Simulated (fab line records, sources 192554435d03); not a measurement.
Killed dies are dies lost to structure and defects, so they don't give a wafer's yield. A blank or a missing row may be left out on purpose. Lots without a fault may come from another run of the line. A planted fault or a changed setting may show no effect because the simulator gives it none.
Chamber matching | flow n5_finfet | N5_BEOL_M9_ILD_DEP_00 on pecvd-01: 3 sister chambers
The step deposits SiCOH lowk from DEMS/porogen, target thk 308.51 nm, time 58 s. 16 wafers are shown with their chamber, then 8 later ones without.

WAFERS WITH THEIR CHAMBER
wafer  | chamber | throttle_valve_pct (%) | showerhead_plenum_p_Torr (Torr) | heater_power_w (W)
L074.2 | 1       | 14.1                   | 5.740                           | 337
L074.5 | 0       | 13.9                   | 5.740                           | 337
L074.6 | 1       | 14.1                   | 5.748                           | 342
L076.1 | 0       | 13.7                   | 5.715                           | 290
L076.3 | 1       | 14.4                   | 5.723                           | 276
L076.5 | 1       | 14.3                   | 5.739                           | 298
L080.3 | 1       | 14.4                   | 5.733                           | 343
L080.4 | 1       | 14.5                   | 5.729                           | 364
L080.6 | 2       | 13.7                   | 5.752                           | 312
L090.2 | 0       | 13.7                   | 5.720                           | 328
L090.4 | 0       | 13.9                   | 5.717                           | 338
L090.5 | 2       | 13.3                   | 5.730                           | 322
L091.2 | 1       | 14.6                   | 5.742                           | 319
L091.5 | 2       | 13.5                   | 5.760                           | 268
L091.6 | 0       | 13.8                   | 5.728                           | 339
L093.1 | 2       | 13.4                   | 5.755                           | 294

SIGNATURES (means of the wafers above)
reading                  | chamber 0 | chamber 1 | chamber 2 | scatter within a chamber
throttle_valve_pct       | 13.800    | 14.343    | 13.475    | 0.163
showerhead_plenum_p_Torr | 5.72400   | 5.73629   | 5.74925   | 0.0103
heater_power_w           | 326.40    | 325.57    | 299.00    | 26.1
Rule: a wafer's distance from a chamber is the root of the sum, over the readings, of the square of ((its reading less the chamber's mean) divided by the reading's scatter). The wafer belongs to the nearest chamber; if the next one is less than 2 further off, it can't be placed. The scatter: the root of (the sum of the squares of (reading less its chamber's mean) over the shown wafers, divided by (wafers less chambers)).

WAFERS WITHOUT THEIR CHAMBER
wafer  | throttle_valve_pct (%) | showerhead_plenum_p_Torr (Torr) | heater_power_w (W)
L093.2 | 14.4                   | 5.737                           | 305
L093.6 | 13.6                   | 5.766                           | 308
L092.4 | 13.9                   | 5.736                           | 345
L092.5 | 13.4                   | 5.741                           | 302
L092.6 | 14.4                   | 5.734                           | 329
L097.2 | 13.8                   | 5.744                           | 345
L097.3 | 13.9                   | 5.734                           | 327
L097.5 | 13.9                   | 5.723                           | 337

WHICH CHAMBER EACH WENT THROUGH
wafer  | from the rows above          | in truth
L093.2 | 1                            | 1
L093.6 | 2                            | 2
L092.4 | can't be placed: 0 or 1 or 2 | 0
L092.5 | 2                            | 2
L092.6 | 1                            | 1
L097.2 | can't be placed: 0 or 2 or 1 | 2
L097.3 | can't be placed: 0 or 1      | 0
L097.5 | 0                            | 0
Placed correctly: 5 of 8. Can't be placed from these rows: 3 (the true chamber is among the candidates in 3). Placed wrongly: 0.
